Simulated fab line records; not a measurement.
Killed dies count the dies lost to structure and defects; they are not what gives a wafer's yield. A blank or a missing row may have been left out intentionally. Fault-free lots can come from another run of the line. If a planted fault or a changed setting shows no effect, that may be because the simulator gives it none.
Matching of chambers | flow n5-finfet | 4 sister chambers for N5_GATE_CUT_CMP_61 on cmp-03
The step polishes, stops on SiNx, t overpolish 3 s. 8 wafers are shown with their chamber, then 10 later ones without.

## WAFERS PAIRED WITH THEIR CHAMBERS
wafer  | chamber | motor-current-A (A) | retaining-ring-pressure-frac
L081.6 | 0       | 13.6                | 1.003
L082.4 | 3       | 10.8                | 0.989
L082.5 | 1       | 10.8                | 1.001
L082.6 | 0       | 12.8                | 1.001
L084.4 | 1       | 10.8                | 1.003
L084.5 | 2       | 10.9                | 0.998
L086.1 | 2       | 11.0                | 0.999
L086.3 | 3       | 10.8                | 0.997

## WAFERS WITH NO CHAMBER GIVEN
wafer  | motor-current-A (A) | retaining-ring-pressure-frac
L086.5 | 11.2                | 0.995
L090.1 | 11.8                | 1.012
L090.3 | 10.1                | 1.006
L090.5 | 11.0                | 1.008
L092.2 | 14.8                | 1.009
L092.3 | 11.2                | 0.999
L092.6 | 10.4                | 0.997
L097.2 | 9.9                 | 1.004
L097.3 | 10.4                | 1.002
L097.5 | 10.8                | 1.007

## THE CHAMBER EACH PASSED THROUGH
wafer  | from the rows above          | in truth
L086.5 | can't be placed: 2 or 3 or 1 | 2
L090.1 | can't be placed: 1 or 2 or 0 | 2
L090.3 | can't be placed: 1 or 2      | 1
L090.5 | can't be placed: 1 or 2      | 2
L092.2 | 0                            | 0
L092.3 | can't be placed: 2 or 1 or 3 | 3
L092.6 | can't be placed: 3 or 2 or 1 | 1
L097.2 | can't be placed: 1 or 2 or 3 | 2
L097.3 | can't be placed: 1 or 2 or 3 | 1
L097.5 | can't be placed: 1 or 2      | 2
Placed correctly: 1 of 10. Unplaceable from these rows: 9, with the true chamber sitting among the candidates in 9. Number placed wrongly: 0.
How it was worked out, from the rows above alone: a wafer's distance from a chamber is the root of the sum, over the readings, of the square of ((its reading less the chamber's mean) divided by the reading's scatter). If the next closest chamber is less than 2 further off than the closest, the wafer can't be placed; otherwise it belongs to the closest. A chamber's mean is the mean of its shown wafers. The scatter is the square root of a quotient: the sum, over the shown wafers, of each reading's squared deviation from its chamber's mean, divided by wafers minus chambers.
